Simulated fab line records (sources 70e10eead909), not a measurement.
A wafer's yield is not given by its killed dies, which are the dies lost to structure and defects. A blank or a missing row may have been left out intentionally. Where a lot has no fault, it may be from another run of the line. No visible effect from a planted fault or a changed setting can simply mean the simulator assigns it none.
One fault through the eyes of 2 desks / flow nand harc / only its own numbers are on each desk; what lay behind them is given at the end

## TOOL OWNER'S DESK, rie diel-03
The tool's own readings at NHARC_THIN_TSV_ETCHBACK_48 (etches the open film in C4F8/Ar, target depth 1028.5 nm, time 405.17 s): means of the sampled wafers that have a number, for each lot that ran on this tool. Marked OUT: a lot whose mean sits more than 4 standard deviations from the usual mean, which makes it out of limits; the brackets give that distance.
Columns: A = oes product au at NHARC_THIN_TSV_ETCHBACK_48, usual 0.935 a.u.; B = rf vpp V at NHARC_THIN_TSV_ETCHBACK_48, usual 546.6 V; C = run length s at NHARC_THIN_TSV_ETCHBACK_48, usual 426.6 s
lot=L802; first seen here=day 24 22:48; A=0.921; B=549.0; C=427.1
lot=L808; first seen here=day 27 05:00; A=0.957; B=547.9; C=427.0
lot=L819; first seen here=day 31 05:10; A=0.918; B=546.6; C=346.4 (-99 or more) OUT
Finding of this desk: L819 out of limits; the first was L819 at day 31 05:10, on run length s at NHARC_THIN_TSV_ETCHBACK_48. Within limits: L802, L808.

## FROM THE METROLOGY DESK
What the gauges read for every lot (on any tool): the sampled wafers with a number, averaged. Marked OUT: a lot whose mean sits more than 4 standard deviations from the usual mean, which makes it out of limits; the brackets give that distance.
Columns: A = cd nm at NHARC_THIN_TSV_CD_MEAS_16, usual 999.8 nm
lot=L801; first seen here=day 24 00:31; A=997.3
lot=L803; first seen here=day 24 16:58; A=999.8
lot=L804; first seen here=day 24 20:28; A=999.9
lot=L802; first seen here=day 24 21:31; A=1002.0
lot=L805; first seen here=day 24 22:37; A=996.4
lot=L806; first seen here=day 25 07:11; A=1002.0
lot=L807; first seen here=day 26 02:32; A=999.7
lot=L809; first seen here=day 27 02:37; A=1001.7
lot=L808; first seen here=day 27 03:44; A=1001.1
lot=L810; first seen here=day 28 17:25; A=999.0
lot=L814; first seen here=day 29 00:21; A=1001.6
lot=L819; first seen here=day 31 03:47; A=1002.3
lot=L823; first seen here=day 32 14:05; A=1002.6
This desk's finding: nothing out of limits on any of the 13 lots.

## ALL TOGETHER
The tool owner's desk could have raised an alarm at day 31 05:10, on L819.
Nothing out of limits was seen by the metrology desk.
The metrology desk has L819 on record, within its limits.
Every lot named ran NHARC_THIN_TSV_ETCHBACK_48 on rie diel-03.

## WHAT WAS PUT IN BY THE SIMULATOR
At NHARC_THIN_TSV_ETCHBACK_48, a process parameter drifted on rie diel-03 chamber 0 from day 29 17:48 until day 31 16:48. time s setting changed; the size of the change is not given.
Shown lots that were struck: L819.
Hours from the fault's start to each desk's first reading out of limits: the tool owner's desk, 35.
